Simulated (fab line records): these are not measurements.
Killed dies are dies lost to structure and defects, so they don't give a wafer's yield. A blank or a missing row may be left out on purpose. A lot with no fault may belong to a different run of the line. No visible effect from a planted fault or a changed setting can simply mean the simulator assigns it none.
fab line records	flow nand-harc
[record] lots = 6	wafers = 18	last-day = 24
route steps=1159 shown A_SLIT@799 A_SIN_REMOVE@804 A_WL_FILL@809 END@1159
lots that met no fault: taken from a fault-free run of the same line
start-h: hours from the record's opening day to when the first of the lot's shown wafers began	wait-h: hours elapsed since this lot's preceding step	" same as the row above	L1.1+2: a row that stands for several wafers	- no value, or no start was given	* or withheld: withheld	< > ~ a bound
route shown NAME@n: a module of which the file shows steps, and the number in the route of the first	usual: mean and standard deviation over wafers with no fault	same: alike in all rows	chamber/n: place in a boat	sites: each site's reading	_std_site: the values' standard deviation	_edge_site: mean of outer sites minus mean of inner sites	radius-mm: for every site, how far away it sits from the centre of the wafer	mask NAME#n: copy n	behind: the last tool/chamber to shape the wafer	hold: the reason the lot was held/the length of the hold in hours/how it ended	device: the transistor (n, p or np) that didn't switch	end of line: the tests these same wafers got at the end of their route	step lacking rows: just its recipe	killed: dies lost to structure and defects at the first sort, not the wafer's yield	map: shows each die of a wafer: x if killed, . if not, _ if none is there
set.NAME: the setting as run; set.NAME@STEP: as run at that earlier step	model.NAME: the simulator's own value behind a step, which no gauge read
lots at selected steps of the route; one table per step, one row per wafer
services: the hour from which a tool's chamber was out of use, counted from the record's first day as start-h (under 0 if before that day), plus the number of hours and why
[[steps]]
[step NHARC_A_SLIT_ETCH_29]
[recipe] target-depth-a = 1000	overetch-a = 100	time-s = 55	ion-energy-ev = 100	cf4-flow-sccm = 80	o2-flow-sccm = 20	ar-flow-sccm = 0	rf-w = 300	bias-w = 100	chemistry = CF4/O2
[usual] drypump-motor-current-A = 5.6/0.42	oes-product-au = 1.001/0.0077	rf-vpp-V = 197.8/1.3	showerhead-plenum-p-Torr = 1.34/0.056	throttle-valve-pct = 13.397/0.0093
[same] time-s = 55
lot.wafer	tool	chamber	start-h	wait-h	drypump-motor-current-A	oes-product-au	rf-hours-counter-h	rf-vpp-V	showerhead-plenum-p-Torr	throttle-valve-pct
L221.4	rie-diel-03	0	328.27	0.1	5.2	1.003	8	197.2	1.30	13.388
L221.3	"	1	"	"	5.2	1.014	5	195.7	1.26	13.407
L221.6	"	3	"	"	5.4	1.000	-	199.8	1.44	13.396
L230.1	rie-diel-03	2	384.63	0.1	5.0	1.010	12	196.4	1.25	13.414
L230.2	"	3	"	"	5.4	1.012	13	200.1	1.44	13.382
L230.4	"	0	"	"	5.2	1.003	13	197.8	1.30	13.409
L233.3	rie-diel-09	0	394.32	0.1	6.6	0.996	8	199.5	1.41	13.395
L233.6	"	0	"	"	6.6	1.000	-	196.3	1.41	13.408
L233.5	"	1	"	"	5.7	0.988	-	198.1	1.41	13.400
L231.4	rie-diel-04	1	401.94	0.1	5.4	1.003	6	197.9	1.30	13.398
L231.2	"	2	"	"	6.3	1.011	5	199.2	1.37	13.404
L231.6	"	0	"	"	5.6	0.986	-	197.2	1.33	13.410
L238.2	rie-diel-04	2	433.49	0.1	6.3	1.004	8	198.7	1.37	13.393
L238.3	"	3	"	"	5.7	1.000	7	198.6	1.36	13.399
L238.6	"	3	"	"	5.7	0.994	-	198.6	1.36	13.396
L239.1	rie-diel-04	0	445.75	0.1	5.6	0.988	9	197.9	1.32	13.419
L239.3	"	1	"	"	5.4	1.006	10	197.2	1.30	13.408
L239.5	"	1	"	"	5.4	0.996	-	198.9	1.30	13.393
[step NHARC_A_SLIT_STRIP_18]
[recipe] o2-flow-sccm = 500	ar-flow-sccm = 0	bias-w = 0	chemistry = O2
[usual] drypump-motor-current-A = 5.6/0.43	oes-product-au = 1.002/0.0063	rf-vpp-V = 57.8/0.88	showerhead-plenum-p-Torr = 3.55/0.14	throttle-valve-pct = 17.037/0.0083
lot.wafer	tool	chamber	start-h	wait-h	drypump-motor-current-A	oes-product-au	rf-hours-counter-h	rf-vpp-V	showerhead-plenum-p-Torr	throttle-valve-pct
L221.3	rie-diel-03	1	-	-	5.2	1.004	5	56.9	3.33	17.050
L221.4	"	3	"	"	5.4	1.001	9	58.0	3.79	17.029
L221.6	"	1	"	"	5.2	1.004	-	57.4	3.33	17.038
L230.2	rie-diel-03	0	-	-	5.2	0.989	13	56.6	3.43	17.035
L230.4	"	1	"	"	5.3	0.998	10	56.4	3.32	17.043
L230.1	"	2	"	"	5.0	0.996	12	57.9	3.32	17.041
L233.3	rie-diel-09	0	-	-	6.6	1.009	8	57.7	3.73	17.052
L233.6	"	3	"	"	5.6	1.002	-	58.3	3.56	17.008
L233.5	"	0	"	"	6.6	1.010	-	56.2	3.73	17.027
L231.4	rie-diel-04	0	-	-	5.7	0.991	6	56.4	3.51	17.044
L231.2	"	1	"	"	5.4	1.004	6	56.5	3.45	17.036
L231.6	"	0	"	"	5.6	0.986	-	58.0	3.51	17.032
L238.2	rie-diel-04	1	-	-	5.4	0.999	9	56.1	3.45	17.047
L238.3	"	2	"	"	6.3	1.010	8	57.8	3.63	17.036
L238.6	"	2	"	"	6.3	0.998	-	57.6	3.63	17.027
L239.3	rie-diel-04	2	-	-	6.3	1.004	9	58.1	3.62	17.041
L239.1	"	3	"	"	5.7	1.007	9	58.2	3.60	17.021
L239.5	"	3	"	"	5.7	1.000	-	58.4	3.60	17.023
[step NHARC_A_SLIT_PRECLEAN_19]
[recipe] time-s = *	temp-c = 50	bath-age-min = 0	chemistry = SC1
[step NHARC_A_SLIT_SRD_20]
[step NHARC_A_SLIT_CD_MEAS_21]
[usual] cd-nm = 289.5/0.72
lot.wafer	tool	chamber	start-h	wait-h	cd-nm
L221.3	cd-sem-02	-	328.83	-	289.1
L221.4	"	-	"	"	289.9
L221.6	"	-	"	"	289.9
L230.1	cd-sem-01	-	385.17	-	289.4
L230.2	"	-	"	"	289.6
L230.4	"	-	"	"	289.7
L233.3	cd-sem-02	-	394.86	-	288.5
L233.5	"	-	"	"	288.0
L233.6	"	-	"	"	288.0
L231.2	cd-sem-02	-	402.47	-	290.1
L231.4	"	-	"	"	290.5
L231.6	"	-	"	"	290.0
L238.2	cd-sem-01	-	434.03	-	289.8
L238.3	"	-	"	"	289.2
L238.6	"	-	"	"	288.9
L239.1	cd-sem-02	-	446.29	-	290.5
L239.3	"	-	"	"	289.9
L239.5	"	-	"	"	289.8
[step NHARC_A_SIN_REMOVE_WET_00]
[recipe] temp-c = 160	time-s = 15300	chemistry = H3PO4
[step NHARC_A_SIN_REMOVE_PRECLEAN_01]
[recipe] time-s = *	temp-c = 50	bath-age-min = 0	chemistry = SC1
[step NHARC_A_SIN_REMOVE_SRD_02]
[step NHARC_A_SIN_REMOVE_INSPECT_04]
[usual] raw-defect-count = 312/72
lot.wafer	tool	chamber	start-h	wait-h	raw-defect-count
L221.3	defect-inspect-02	-	335.36	0.0	241
L221.4	"	-	"	"	289
L221.6	"	-	"	"	260
L230.1	defect-inspect-02	-	392.84	0.0	248
L230.2	"	-	"	"	264
L230.4	"	-	"	"	301
L233.3	defect-inspect-01	-	402.51	0.1	308
L233.5	"	-	"	"	216
L233.6	"	-	"	"	247
L231.2	defect-inspect-02	-	410.14	0.0	295
L231.4	"	-	"	"	265
L231.6	"	-	"	"	300
L238.2	defect-inspect-02	-	441.63	0.0	178
L238.3	"	-	"	"	259
L238.6	"	-	"	"	375
L239.1	defect-inspect-02	-	454.00	0.0	361
L239.3	"	-	"	"	238
L239.5	"	-	"	"	302
[step NHARC_A_WL_FILL_ALD_00]
[recipe] target-thk-a = 30	pulse-time-s = 3	ald-cycles = 30	temp-c = 300	material = Al2O3
[usual] ald-cycles = 30/0	heater-power-w = 471/45	precursor-pulse-height-rel = 1.001/0.018
lot.wafer	tool	chamber	start-h	wait-h	ald-cycles	heater-power-w	precursor-pulse-height-rel
L221.4	ald-hk-02	3	335.57	0.2	30	412	0.996
L221.3	"	2	"	"	30	476	1.025
L221.6	"	3	"	"	30	410	0.983
L230.4	ald-hk-01	1	392.91	0.1	30	555	0.959
L230.2	"	2	"	"	30	443	1.015
L230.1	"	0	"	"	30	457	1.026
L233.3	ald-hk-04	0	402.58	0.1	30	480	0.996
L233.6	"	0	"	"	30	474	0.998
L233.5	"	1	"	"	30	432	1.007
L231.4	ald-hk-04	3	410.23	0.1	30	395	0.985
L231.2	"	0	"	"	30	473	0.996
L231.6	"	3	"	"	30	386	1.017
L238.2	ald-hk-01	2	443.22	1.6	30	448	0.961
L238.3	"	0	"	"	30	456	1.011
L238.6	"	1	"	"	30	513	1.007
L239.3	ald-hk-02	0	454.07	0.1	30	530	0.970
L239.1	"	2	"	"	30	488	1.000
L239.5	"	0	"	"	30	534	1.004
[step NHARC_A_WL_FILL_RTA_01]
[recipe] temp-c = 1000	time-s = 5
[usual] lamp-power-pct = 29/3.3	lamp_zone_4_pct = 29/3.3	wafer_temp_C_max = 1004.9/1.4
[same] time-s = 5
lot.wafer	tool	chamber	start-h	wait-h	lamp-power-pct	lamp_zone_4_pct	wafer_temp_C_max
L221.3	rtp-anneal-02	0	335.91	-	33	33	1005.7
L221.4	"	0	"	"	33	33	1003.8
L221.6	"	0	"	"	33	33	1004.1
L230.1	rtp-anneal-02	0	393.18	-	33	33	1003.6
L230.2	"	0	"	"	33	33	1004.6
L230.4	"	0	"	"	33	33	1003.9
L233.3	rtp-anneal-02	0	402.90	-	33	33	1003.8
L233.5	"	0	"	"	33	33	1003.6
L233.6	"	0	"	"	33	33	1003.9
L231.2	rtp-anneal-01	0	410.54	-	26	26	1004.5
L231.4	"	0	"	"	26	26	1004.1
L231.6	"	0	"	"	26	26	1004.8
L238.2	rtp-anneal-02	0	443.50	-	33	33	1004.2
L238.3	"	0	"	"	33	33	1003.2
L238.6	"	0	"	"	33	33	1002.4
L239.1	rtp-anneal-01	0	454.95	0.6	26	26	1004.4
L239.3	"	0	"	"	26	26	1005.4
L239.5	"	0	"	"	26	26	1004.6
[step NHARC_A_WL_FILL_ALD_02]
[recipe] target-thk-a = 20	pulse-time-s = 3	ald-cycles = 100	temp-c = 450	material = TiN
[usual] ald-cycles = 100/0	heater-power-w = 1031/99	precursor-pulse-height-rel = 1.003/0.022
lot.wafer	tool	chamber	start-h	wait-h	ald-cycles	heater-power-w	precursor-pulse-height-rel
L221.4	ald-metal-01	2	336.11	0.1	100	1098	0.956
L221.3	"	0	"	"	100	924	1.017
L221.6	"	1	"	"	100	1122	0.970
L230.4	ald-metal-03	2	393.39	0.1	100	967	1.022
L230.2	"	3	"	"	100	993	0.980
L230.1	"	1	"	"	100	997	1.021
L233.3	ald-metal-01	1	403.14	0.2	154	1130	0.995
L233.5	"	3	"	"	154	961	1.034
L233.6	"	0	"	"	100	901	1.004
L231.2	ald-metal-01	3	410.77	0.2	154	959	0.991
L231.4	"	0	"	"	100	900	1.001
L231.6	"	3	"	"	100	947	1.042
L238.3	ald-metal-03	0	443.76	0.2	100	1168	1.051
L238.2	"	1	"	"	100	983	0.972
L238.6	"	3	"	"	100	972	0.984
L239.1	ald-metal-03	3	455.23	0.2	100	1000	0.974
L239.3	"	0	"	"	100	1128	1.010
L239.5	"	3	"	"	100	979	1.018
[step NHARC_END_SORT_01]
[recipe] temp-c = 25
[usual] killed-at-array = 26/9.6	killed-at-other = 0.7/0.92	killed-at-periphery = 3.8/2.7	killed-dies = 31/10	killed-open = 3.3/1.7	killed-short = 1.8/1.3
[same] gross-dies = 677
lot.wafer	tool	chamber	start-h	wait-h	killed-at-array	killed-at-other	killed-at-periphery	killed-dies	killed-open	killed-short
L230.1	prober-02	0	486.10	2.5	33	1	2	36	4	2
L230.2	prober-02	0	486.91	2.8	37	3	2	42	4	3
L231.2	prober-01	0	522.84	2.8	37	0	4	41	2	0
L238.2	prober-02	0	553.22	2.8	19	0	4	23	3	0
L238.3	prober-02	0	554.01	3.1	24	1	8	33	6	2
L238.6	prober-02	0	556.38	4.0	26	0	8	34	6	0
// killed by level:class
L230.1 A_CHANNEL_HOLE_D1:chamber-film-flake=13 A_SLIT:chamber-film-flake=11 A_ZERO_WELL:chamber-film-flake=2 A_WL_FILL:chamber-film-flake=2 P_GATE:geometric-particle:short=1 A_CHANNEL_HOLE_D1:geometric-particle:open=1 A_CHANNEL_FILL_D1:geometric-particle:open=1 A_WL_FILL:geometric-particle:open=1
L230.2 A_CHANNEL_HOLE_D1:chamber-film-flake=19 A_SLIT:chamber-film-flake=9 A_WL_FILL:geometric-particle:short=3 A_STAIRCASE:chamber-film-flake=2 THIN_TSV:chamber-film-flake=2 P_GATE:geometric-particle:open=1 A_CHANNEL_FILL_D1:geometric-particle:open=1 A_WL_FILL:geometric-particle:open=1
L231.2 A_CHANNEL_HOLE_D1:chamber-film-flake=14 A_SLIT:chamber-film-flake=11 A_SGD_CUT:chamber-film-flake=5 A_CONTACT:chamber-film-flake=3 A_WL_FILL:chamber-film-flake=1 P_CONTACT:geometric-particle:open=1 A_CONTACT:geometric-particle:open=1 P_ZERO_WELL:chamber-film-flake=1
L238.2 A_SLIT:chamber-film-flake=7 A_CONTACT:chamber-film-flake=4 A_CHANNEL_HOLE_D1:chamber-film-flake=3 P_CONTACT:geometric-particle:open=2 A_CHANNEL_FILL_D1:chamber-film-flake=2 A_SGD_CUT:geometric-particle:open=1 P_GATE:chamber-film-flake=1 P_M0:chamber-film-flake=1
L238.3 A_SLIT:chamber-film-flake=11 A_CHANNEL_HOLE_D1:chamber-film-flake=4 P_M0:chamber-film-flake=3 A_CONTACT:chamber-film-flake=2 P_GATE:geometric-particle:open=1 P_M0:geometric-particle:short=1 P_M0:geometric-particle:open=1 A_ONON_D1:geometric-particle:short=1
L238.6 A_SLIT:chamber-film-flake=11 P_M0:chamber-film-flake=4 A_CHANNEL_HOLE_D1:chamber-film-flake=4 A_WL_FILL:geometric-particle:open=3 A_CHANNEL_FILL_D1:chamber-film-flake=3 A_STAIRCASE:chamber-film-flake=3 P_CONTACT:geometric-particle:open=2 P_ZERO_WELL:chamber-film-flake=2
[[services]]
tool	chamber	start-h	hours	kind
rie-diel-04	0	310.28	3.1	repair
ald-metal-03	-	322.18	10.0	pm
rie-diel-04	0	322.40	-	clean
rie-diel-04	1	322.40	-	clean
rie-diel-04	2	322.40	-	clean
rie-diel-04	3	322.40	-	clean
rie-diel-04	0	346.90	-	clean
rie-diel-04	1	346.90	-	clean
rie-diel-04	2	346.90	-	clean
rie-diel-04	3	346.90	-	clean
rie-diel-04	0	371.40	-	clean
rie-diel-04	1	371.40	-	clean
rie-diel-04	2	371.40	-	clean
ald-metal-03	3	385.64	1.7	repair
rie-diel-03	-	392.58	9.0	pm
rie-diel-03	1	405.02	9.2	repair
ald-hk-01	-	409.67	10.0	pm
ald-hk-02	-	411.39	0.8	repair
rie-diel-09	2	415.20	1.7	repair
rie-diel-04	2	422.05	4.0	repair
ald-metal-03	0	422.47	16.3	repair
rie-diel-09	-	431.10	9.0	pm
ald-metal-03	-	438.57	2.9	repair
ald-hk-01	-	444.88	4.1	repair
[[key]]
[first-sign] step = NHARC_A_WL_FILL_ALD_02	reading = ald-cycles	direction = up	sigmas = 99+	usual = 100	struck = 154
effect none on later readings
met-at NHARC_A_WL_FILL_ALD_02
struck-wafers L231.2,L233.3,L233.5
tester-left-out L231,L233
onset-between 336.11 403.14
[fault] kind = process-parameter-drift	tool = ald-metal-01	chamber = -	onset-h = 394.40	steps = NHARC_A_WL_FILL_ALD_02	channel = ald-cycles	offset = 54	shape = step	end-h = 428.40	scope = struck-wafers-only	acts-in = these-recipes-only	stated = 100
// tester-left-out: of these lots the tester's yield and bins aren't shown, on N5 and GAA mostly nor the transistor test; their killed dies are dies lost to structure and defects alone, not to doping, threshold or leakage, so they don't give the yield
